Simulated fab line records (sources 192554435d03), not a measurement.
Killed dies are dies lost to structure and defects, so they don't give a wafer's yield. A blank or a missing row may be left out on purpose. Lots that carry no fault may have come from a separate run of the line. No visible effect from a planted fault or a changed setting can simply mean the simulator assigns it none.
Which of the tools did it? | flow n5Finfet | 15 lots with 42 wafers sampled at 5 steps, on a route of 1938 steps

WHAT EACH GAUGE READ, for each wafer
N5_HKMG_FIN_OVL_MEAS_50.
lot  | measured    | on         | NDIPOLE_OVL (nm)
L515 | day 4 00:22 | overlay-02 | 1.8 0.6 0.5
L517 | day 4 15:01 | overlay-02 | 0.4 0.7 0.9
L518 | day 4 19:26 | overlay-02 | 0.2 1.1 1.4
L519 | day 5 01:41 | overlay-02 | 0.3 0.1 0.3
L520 | day 5 06:01 | overlay-02 | -0.3 0.6 1.4
L521 | day 5 14:16 | overlay-02 | 0.3 0.6 -0.6
L523 | day 6 00:49 | overlay-02 | 0.3 0.4 1.0
L524 | day 6 06:56 | overlay-01 | -0.9 -0.3 -1.5
L525 | day 6 10:43 | overlay-01 | 1.7 1.6 0.8
L527 | day 7 03:16 | overlay-01 | 1.3 1.9 1.7
L528 | day 7 08:08 | overlay-01 | 0.2 -0.6
L531 | day 8 01:30 | overlay-02 | -0.5 0.2 -0.1
L533 | day 8 13:51 | overlay-01 | -0.1 0.1
L534 | day 8 20:39 | overlay-02 | 0.1 0.3
L538 | day 9 20:55 | overlay-02 | -1.1 -1.0 -2.0

N5_HKMG_FIN_CD_MEAS_12: target cd 92.8 nm.
lot  | measured     | on       | cdNm (nm)
L515 | day 4 03:43  | cdSem-02 | 93.3 93.9 93.8
L517 | day 4 18:20  | cdSem-02 | 92.4 93.8 93.0
L518 | day 4 22:45  | cdSem-02 | 93.3 93.7 93.0
L519 | day 5 05:52  | cdSem-03 | 92.2 92.8 92.8
L520 | day 5 09:23  | cdSem-01 | 94.0 93.6 93.8
L521 | day 5 18:00  | cdSem-03 | 93.4 93.3 94.4
L523 | day 6 04:17  | cdSem-03 | 93.5 93.6 93.3
L524 | day 6 10:17  | cdSem-03 | 93.4 92.8 93.1
L525 | day 6 14:00  | cdSem-03 | 93.7 93.2 93.4
L527 | day 7 06:38  | cdSem-01 | 92.4 92.9 92.6
L528 | day 7 11:26  | cdSem-02 | 92.5 70.7
L531 | day 8 04:48  | cdSem-02 | 93.4 93.7 94.3
L533 | day 8 17:34  | cdSem-01 | 92.7 70.8
L534 | day 9 00:16  | cdSem-03 | 93.2 70.5
L538 | day 10 00:15 | cdSem-03 | 92.3 93.3 92.9

WHICH TOOL RAN EACH LOT (tool, then ch and the chambers of the sampled wafers, then the start)
lot  | N5_HKMG_FIN_ETCH_58              | N5_HKMG_FIN_ALD_36                | N5_HKMG_FIN_EXPOSE_09
L515 | rieDiel-05 ch 0,1,3, day 4 00:44 | aldMetal-04 ch 1,2,3, day 4 02:41 | arfiScanner-03 ch 0, day 4 03:35
L517 | rieDiel-04 ch 0,2,3, day 4 15:22 | aldMetal-01 ch 0,1,3, day 4 17:18 | arfiScanner-02 ch 0, day 4 18:12
L518 | rieDiel-03 ch 0,2,3, day 4 19:54 | aldMetal-01 ch 0,3, day 4 21:43   | arfiScanner-02 ch 0, day 4 22:38
L519 | rieDiel-05 ch 2,3, day 5 02:52   | aldMetal-01 ch 0,2, day 5 04:42   | arfiScanner-01 ch 0, day 5 05:44
L520 | rieDiel-05 ch 0,1,2, day 5 06:23 | aldMetal-03 ch 0,3, day 5 08:14   | arfiScanner-02 ch 0, day 5 09:16
L521 | rieDiel-03 ch 1,2, day 5 15:00   | aldMetal-01 ch 0,3, day 5 16:58   | arfiScanner-02 ch 0, day 5 17:53
L523 | rieDiel-05 ch 0,1,2, day 6 01:10 | aldMetal-01 ch 1,2,3, day 6 03:08 | arfiScanner-02 ch 0, day 6 04:10
L524 | rieDiel-03 ch 0,1,3, day 6 07:17 | aldMetal-03 ch 0,2, day 6 09:07   | arfiScanner-03 ch 0, day 6 10:10
L525 | rieDiel-04 ch 2,3, day 6 11:05   | aldMetal-01 ch 0,1,3, day 6 12:58 | arfiScanner-03 ch 0, day 6 13:53
L527 | rieDiel-04 ch 1,2,3, day 7 03:45 | aldMetal-03 ch 0,1, day 7 05:37   | arfiScanner-03 ch 0, day 7 06:31
L528 | rieDiel-05 ch 1,3, day 7 08:32   | aldMetal-01 ch 1,2, day 7 10:24   | arfiScanner-03 ch 0, day 7 11:19
L531 | rieDiel-05 ch 0,1, day 8 01:56   | aldMetal-03 ch 0,1,2, day 8 03:46 | arfiScanner-01 ch 0, day 8 04:41
L533 | rieDiel-03 ch 2,3, day 8 14:27   | aldMetal-04 ch 0,1, day 8 16:25   | arfiScanner-03 ch 0, day 8 17:27
L534 | rieDiel-05 ch 0,1, day 8 21:24   | aldMetal-01 ch 0,3, day 8 23:14   | arfiScanner-03 ch 0, day 9 00:08
L538 | rieDiel-05 ch 0,1,3, day 9 21:16 | aldMetal-04 ch 1,2,3, day 9 23:05 | arfiScanner-01 ch 0, day 10 00:07
- N5_HKMG_FIN_ETCH_58: etches SOC in N2/H2, target depth 215.8 nm, time 741 s.
- N5_HKMG_FIN_ALD_36: deposits TiN, target thk 1 nm, pulse time 1 s, purge time 3 s.
- N5_HKMG_FIN_EXPOSE_09: exposes mask NWFM.

WHAT THE TOOLS THEMSELVES READ (means of the sampled wafers that have a number; where no wafer has one, the mark that the record gives instead)
N5_HKMG_FIN_ETCH_58.
lot  | tool       | drypumpMotorCurrentA (A) | h2FlowSccm (sccm) | oesProductAu (a.u.) | rfVppV (V) | showerheadPlenumPTorr (Torr) | throttleValvePct (%)
L515 | rieDiel-05 | 5.7                      | 200.1             | 0.72                | 98.2       | 2.53                         | 17.62
L517 | rieDiel-04 | 6.3                      | 199.7             | 0.76                | 99.6       | 2.55                         | 17.72
L518 | rieDiel-03 | 5.6                      | 199.8             | 0.81                | 99.5       | 2.55                         | 17.92
L519 | rieDiel-05 | 6.1                      | 200.4             | 0.71                | 99.3       | 2.55                         | 17.68
L520 | rieDiel-05 | 5.6                      | 200.2             | 0.71                | 98.6       | 2.46                         | 17.83
L521 | rieDiel-03 | 6.4                      | 200.3             | 0.85                | 99.2       | 2.54                         | 17.74
L523 | rieDiel-05 | 5.6                      | 199.8             | 0.70                | 98.1       | 2.46                         | 17.82
L524 | rieDiel-03 | 5.8                      | 199.4             | 0.85                | 98.9       | 2.50                         | 17.65
L525 | rieDiel-04 | 6.3                      | 199.8             | 0.75                | 99.4       | 2.51                         | 17.91
L527 | rieDiel-04 | 6.2                      | 200.5             | 0.74                | 97.8       | 2.54                         | 17.75
L528 | rieDiel-05 | 5.5                      | 200.6             | 0.70                | 99.2       | 2.57                         | 17.60
L531 | rieDiel-05 | 5.6                      | 199.5             | 0.69                | 98.5       | 2.45                         | 17.74
L533 | rieDiel-03 | 5.8                      | 200.2             | 0.80                | 98.8       | 2.56                         | 18.08
L534 | rieDiel-05 | 5.5                      | 199.9             | 0.70                | 98.8       | 2.47                         | 17.73
L538 | rieDiel-05 | 5.7                      | 199.8             | 0.69                | 99.2       | 2.51                         | 17.70

N5_HKMG_FIN_ALD_36.
lot  | tool        | heaterPowerOuterW (W) | heaterPowerW (W) | precursorPulseHeightRel
L515 | aldMetal-04 | 479                   | 803              | 1.022
L517 | aldMetal-01 | 584                   | 924              | 1.004
L518 | aldMetal-01 | 547                   | 889              | 1.022
L519 | aldMetal-01 | 516                   | 844              | 1.008
L520 | aldMetal-03 | 532                   | 871              | 1.011
L521 | aldMetal-01 | 515                   | 855              | 1.010
L523 | aldMetal-01 | 547                   | 896              | 1.003
L524 | aldMetal-03 | 500                   | 869              | 0.987
L525 | aldMetal-01 | 588                   | 930              | 0.991
L527 | aldMetal-03 | 501                   | 864              | 0.996
L528 | aldMetal-01 | 584                   | 924              | 0.990
L531 | aldMetal-03 | 504                   | 864              | 0.986
L533 | aldMetal-04 | 547                   | 914              | 1.024
L534 | aldMetal-01 | 533                   | 864              | 1.016
L538 | aldMetal-04 | 479                   | 805              | 1.010

N5_HKMG_FIN_EXPOSE_09.
lot  | tool           | stageVelMmS (mm/s)
L515 | arfiScanner-03 | 500.21
L517 | arfiScanner-02 | 499.99
L518 | arfiScanner-02 | 499.63
L519 | arfiScanner-01 | 499.67
L520 | arfiScanner-02 | 499.65
L521 | arfiScanner-02 | 499.94
L523 | arfiScanner-02 | 499.91
L524 | arfiScanner-03 | 499.78
L525 | arfiScanner-03 | 499.86
L527 | arfiScanner-03 | 500.18
L528 | arfiScanner-03 | 499.86
L531 | arfiScanner-01 | 499.99
L533 | arfiScanner-03 | 499.74
L534 | arfiScanner-03 | 500.19
L538 | arfiScanner-01 | 500.08

THE ANSWER, worked out from the rows above alone
Rule: the lots themselves supply what counts as usual. The widest of any qualifying gaps counts: lots, ordered by their means at a reading, are off when they make up no more than a third of the lots, leave a main group of 4 or more, and stand apart from it by 3 or more times the standard deviation of that group's means. The tables above print the reading to a certain number of digits; a main group whose means all agree to those digits is not used. A lot without any number at a reading at which 4 lots or more have one is off too. Any other lot the step has rows for is counted as sound. After the gauges, taken in route order, come the tools' own readings; for these a lot's mean is taken, as printed above. The first step at which some lot is off is used, and at that step the reading that is off furthest; a lot without a number counts as furthest.
Off at N5_HKMG_FIN_CD_MEAS_12 (cdNm): L528, L533, L534. The main group: mean 93.3 nm, standard deviation 0.42.
If a tool, at a process step before that reading, ran all the lots that are off and no sound lot after the first of them, it fits. Those tools and the gauges at N5_HKMG_FIN_CD_MEAS_12 are tried in the same way. One candidate fits, namely arfiScanner-03 at N5_HKMG_FIN_EXPOSE_09. A fault onset in the window from L527 (day 7 06:31, its last sound lot) to L528 (day 7 11:19, its first lot off) fits.

WHAT THE SIMULATOR HAD INSERTED
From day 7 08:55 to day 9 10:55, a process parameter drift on arfiScanner-03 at N5_HKMG_FIN_EXPOSE_09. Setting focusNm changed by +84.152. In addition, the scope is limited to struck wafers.
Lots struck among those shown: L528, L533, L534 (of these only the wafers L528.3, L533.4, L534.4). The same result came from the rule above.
